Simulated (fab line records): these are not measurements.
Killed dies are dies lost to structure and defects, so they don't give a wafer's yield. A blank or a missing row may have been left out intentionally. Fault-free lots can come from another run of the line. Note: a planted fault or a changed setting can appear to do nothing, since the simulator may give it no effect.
Problem report in the 8D (eight disciplines) form, filled by code || flow n5 finfet || the parts of the form that need people (team, actions taken, sign-off) are left out

== 1. THE PROBLEM ==
Mean of oes product au at N5_SD_EPI_P_ETCHBACK_46: 0.30 a.u. across 4 wafers in 3 lots; on wafers with no fault it is 0.69 a.u. (standard deviation 0.077). That is -5.1 standard deviations from the usual mean.
The step: etches SiNx in CH3F/O2, stops on SiO2, target depth 17.5 nm.
First observed at day 5 23:10: wafer L263.1, on rie diel-03. Wafers with a number at this step in the record: 24, from 8 lots. Rule for "out" (also "out of limits"): further than 4 standard deviations from the usual mean. All remaining wafers that have a number are taken as sound.

== 2. WHAT THIS IS AND IS NOT ==
{"question": "which readings at this step", "is": "oes product au", "is not": "drypump motor current A, mfc ar sccm, oes_o_777_au, rf vpp V, showerhead plenum p Torr, throttle valve pct"}
{"question": "which lots", "is": "L263, L265, L268", "is not": "L256, L259, L264, L270, L273"}
{"question": "which wafers of those lots", "is": "L263.1, L265.5, L268.4, L268.5", "is not": "L263.2, L263.3, L265.2, L265.3, L268.2"}
{"question": "read on which tools", "is": "rie diel-03", "is not": "rie diel-02, rie diel-06"}
{"question": "when", "is": "from day 5 23:10", "is not": "up to then (8 sound wafers); but 12 sound wafers of L264, L265, L268, L270, L273 came after"}

== 3. THE SUSPECTS, EACH WITH WHAT RULES IT OUT ==
Counting: any tool at a process step up to the reading remains a suspect provided it ran every lot that is out. Sound lots after the first of them don't rule it out here, since some wafers of a struck lot are sound.
- rie diel-03 at N5_SD_EPI_P_DESCUM_14 (chemistry O2, time 7.9 s): kept. Ran every lot that is out, first one L263 (day 5 22:46); last sound lot up to then L259 (day 5 09:43).
- rie diel-03 at N5_SD_EPI_P_ETCH_37 (etches SOC in N2/H2, overetch 108 nm, time 486 s): kept. Ran every lot that is out, first one L263 (day 5 22:51); last sound lot up to then L259 (day 5 09:49).
- rie diel-03 at N5_SD_EPI_P_ETCHBACK_46 (etches SiNx in CH3F/O2, stops on SiO2, target depth 17.5 nm): kept. Ran every lot that is out, first one L263 (day 5 23:10); last sound lot up to then L259 (day 5 10:08). Out on those wafers are its own readings of oes product au.
Left after counting: rie diel-03 at N5_SD_EPI_P_DESCUM_14, rie diel-03 at N5_SD_EPI_P_ETCH_37, rie diel-03 at N5_SD_EPI_P_ETCHBACK_46.

== 4. THE CAUSE (what the simulator had put in) ==
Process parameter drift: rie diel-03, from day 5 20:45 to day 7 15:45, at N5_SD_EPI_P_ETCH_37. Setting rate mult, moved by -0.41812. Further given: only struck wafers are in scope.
3 suspects survive the count, and this tool is in that group.

== 5. THE CHAIN OF EFFECTS, in route order ==
Rows list readings where the struck wafers' mean (over those with a number) sits beyond 3 standard deviations from the usual. Scope: only readings with a usual standard deviation given in the record; hours: median across lots of the time from each lot's start at the first step in this table that gives one to its start at this step; sigmas: change in usual standard deviations.
{"hours": 0, "step": "N5_SD_EPI_P_ETCHBACK_46", "reading": "oes product au", "usual": "0.69 a.u.", "on struck wafers": 0.30, "change": -0.39, "sigmas": -5.1}
{"hours": 300, "step": "N5_PASSIVATION_PROBE_49", "reading": "defect limited yield", "usual": "91.4 %", "on struck wafers": 0.0, "change": -91.4, "sigmas": -65}
{"hours": 300, "step": "N5_PASSIVATION_PROBE_49", "reading": "killed at front end", "usual": 38, "on struck wafers": 1118, "change": "+1080", "sigmas": "+98"}
{"hours": 300, "step": "N5_PASSIVATION_PROBE_49", "reading": "killed dies", "usual": 102, "on struck wafers": 1180, "change": "+1078", "sigmas": "+63"}
{"hours": 300, "step": "N5_PASSIVATION_PROBE_49", "reading": "killed on rim", "usual": 14, "on struck wafers": 152, "change": "+138", "sigmas": "+35"}
{"hours": 300, "step": "N5_PASSIVATION_PROBE_49", "reading": "sort_bin_5_function", "usual": "5.1 %", "on struck wafers": 96.8, "change": "+91.7", "sigmas": "+92"}
{"hours": 300, "step": "N5_PASSIVATION_PROBE_49", "reading": "sort n pass", "usual": 1076, "on struck wafers": 0, "change": -1076, "sigmas": -57}
{"hours": 300, "step": "N5_PASSIVATION_PROBE_49", "reading": "sort yield pct", "usual": "91.2 %", "on struck wafers": 0.0, "change": -91.2, "sigmas": -57}
The process steps in it:
- N5_SD_EPI_P_ETCHBACK_46: etches SiNx in CH3F/O2, stops on SiO2, target depth 17.5 nm.
- N5_PASSIVATION_PROBE_49

== 6. HOW IT WOULD HAVE BEEN CAUGHT EARLIER ==
In this record no reading fell out of limits until day 5 23:10, 2 hours after the fault had begun at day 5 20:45.
No tool reading at N5_SD_EPI_P_ETCH_37 that has a usual standard deviation in the record was out on any struck wafer, so an alarm limit of 4 standard deviations on those readings would not have fired.
Among the 3 lots that are out, L265, L268 began N5_SD_EPI_P_ETCH_37 on rie diel-03 after day 5 23:10. A hold on the tool at that time would have spared those 2.
